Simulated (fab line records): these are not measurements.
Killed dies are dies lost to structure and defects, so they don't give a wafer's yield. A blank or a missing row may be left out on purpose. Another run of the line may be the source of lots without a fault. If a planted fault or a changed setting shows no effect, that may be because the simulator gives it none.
Chamber matching :: flow n5-finfet :: 3 sister chambers for N5_BEOL_M5_CURE_79 on uv-cure-01
The step cures SiCOH lowk, time 240 s. 6 wafers are shown with their chamber, then 11 later ones without.

## EACH WAFER AND ITS CHAMBER
wafer: L084.3
chamber: 1
wafer_temp_C_max: 387.6
lamp-power-pct (%): 52.42

wafer: L084.6
chamber: 1
wafer_temp_C_max: 387.7
lamp-power-pct (%): 52.28

wafer: L088.3
chamber: 0
wafer_temp_C_max: 388.2
lamp-power-pct (%): 52.33

wafer: L088.6
chamber: 0
wafer_temp_C_max: 388.6
lamp-power-pct (%): 52.36

wafer: L087.5
chamber: 2
wafer_temp_C_max: 387.1
lamp-power-pct (%): 52.27

wafer: L087.2
chamber: 2
wafer_temp_C_max: 386.5
lamp-power-pct (%): 52.33

## WAFERS MISSING THEIR CHAMBER
wafer: L087.4
wafer_temp_C_max: 387.3
lamp-power-pct (%): 52.41

wafer: L087.6
wafer_temp_C_max: 387.0
lamp-power-pct (%): 52.29

wafer: L090.1
wafer_temp_C_max: 388.3
lamp-power-pct (%): 52.27

wafer: L090.4
wafer_temp_C_max: 387.8
lamp-power-pct (%): 52.30

wafer: L090.6
wafer_temp_C_max: 388.1
lamp-power-pct (%): 52.19

wafer: L097.1
wafer_temp_C_max: 386.6
lamp-power-pct (%): 52.34

wafer: L097.2
wafer_temp_C_max: 387.7
lamp-power-pct (%): 52.36

wafer: L097.5
wafer_temp_C_max: 387.7
lamp-power-pct (%): 52.36

wafer: L097.3
wafer_temp_C_max: 387.1
lamp-power-pct (%): 52.29

wafer: L097.4
wafer_temp_C_max: 387.6
lamp-power-pct (%): 52.28

wafer: L097.6
wafer_temp_C_max: 386.9
lamp-power-pct (%): 52.28

## CHAMBER TAKEN BY EACH
wafer: L087.4
from the rows above: can't be placed: 1 or 2
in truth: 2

wafer: L087.6
from the rows above: can't be placed: 2 or 1
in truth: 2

wafer: L090.1
from the rows above: can't be placed: 0 or 1
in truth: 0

wafer: L090.4
from the rows above: can't be placed: 1 or 0
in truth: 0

wafer: L090.6
from the rows above: can't be placed: 0 or 1
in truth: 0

wafer: L097.1
from the rows above: 2
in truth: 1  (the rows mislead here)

wafer: L097.2
from the rows above: 1
in truth: 1

wafer: L097.5
from the rows above: 1
in truth: 1

wafer: L097.3
from the rows above: can't be placed: 2 or 1
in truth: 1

wafer: L097.4
from the rows above: can't be placed: 1 or 2 or 0
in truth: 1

wafer: L097.6
from the rows above: 2
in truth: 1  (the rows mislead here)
2 of 11 placed correctly. Not placeable from these rows: 7 (in 7, the candidates include the true chamber). Placed wrongly: 2.
How it was worked out, from the rows above alone: a wafer's distance from a chamber is the root of the sum, over the readings, of the square of ((its reading less the chamber's mean) divided by the reading's scatter). If the next closest chamber is less than 2 further off than the closest, the wafer can't be placed; otherwise it belongs to the closest. For every chamber, the mean is computed from those of its wafers that are shown. The scatter: take each reading less its chamber's mean, square it, sum over the shown wafers, divide by the number of wafers less the number of chambers, and take the root.
